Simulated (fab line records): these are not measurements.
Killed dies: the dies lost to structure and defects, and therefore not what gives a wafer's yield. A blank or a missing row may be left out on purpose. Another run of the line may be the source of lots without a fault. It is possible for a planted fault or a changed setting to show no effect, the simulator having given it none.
Matching of chambers    flow n5 finfet    rie diel-02 running N5_BEOL_M10_ETCH_62: 4 sister chambers
The step etches SOC in N2/H2, target depth 110 nm, overetch 22 nm, time 165 s. 16 wafers are shown with their chamber, then 8 later ones without.

EACH WAFER AND ITS CHAMBER
wafer   chamber  throttle valve pct (%)  rf vpp V (V)  oes product au (a.u.)
L078.1  1        18.17                   524.6         0.59
L078.3  2        17.96                   524.2         0.68
L078.6  3        18.48                   523.3         0.57
L082.1  1        18.19                   524.3         0.59
L082.4  2        17.99                   523.3         0.68
L082.6  1        18.17                   527.7         0.59
L083.1  2        18.01                   525.0         0.67
L083.2  1        18.18                   526.6         0.58
L083.4  0        17.55                   522.4         0.71
L084.3  2        18.02                   523.6         0.68
L084.5  1        18.20                   525.2         0.58
L084.6  0        17.56                   521.5         0.71
L085.2  1        18.20                   526.5         0.58
L085.4  3        18.08                   523.0         0.83
L085.6  2        18.02                   524.4         0.67
L087.2  3        18.08                   523.9         0.80

SIGNATURES (means of the wafers above)
reading             chamber 0  chamber 1  chamber 2  chamber 3  scatter within a chamber
throttle valve pct  17.5550    18.1850    18.0000    18.2133    0.0959
rf vpp V            521.950    525.817    524.100    523.400    0.975
oes product au      0.7100     0.5850     0.6760     0.7333     0.0583
Rule: a wafer's distance from a chamber is the root of the sum, over the readings, of the square of ((its reading less the chamber's mean) divided by the reading's scatter). The wafer belongs to the nearest chamber; if the next one is less than 2 further off, it can't be placed. How the scatter is found: for the shown wafers, subtract from each reading the mean of its chamber, square and add these, divide the total by (wafers less chambers), then take the root.

WAFERS WITHOUT THEIR CHAMBER
wafer   throttle valve pct (%)  rf vpp V (V)  oes product au (a.u.)
L087.5  18.02                   523.7         0.67
L087.6  18.10                   524.4         0.79
L090.1  18.02                   523.7         0.66
L090.3  17.76                   525.0         0.82
L090.6  18.09                   522.1         0.78
L096.2  17.63                   521.9         0.67
L096.3  18.15                   524.0         0.75
L096.6  17.62                   522.0         0.68

WHICH CHAMBER EACH WENT THROUGH
wafer   from the rows above           in truth
L087.5  can't be placed: 2 or 3       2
L087.6  can't be placed: 3 or 2       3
L090.1  can't be placed: 2 or 3       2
L090.3  can't be placed: 2 or 0 or 3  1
L090.6  can't be placed: 3 or 2       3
L096.2  0                             0
L096.3  can't be placed: 3 or 2       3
L096.6  0                             0
Correctly placed: 2 of 8. Unplaceable from these rows: 6, with the true chamber sitting among the candidates in 5. Wrongly placed: 0.
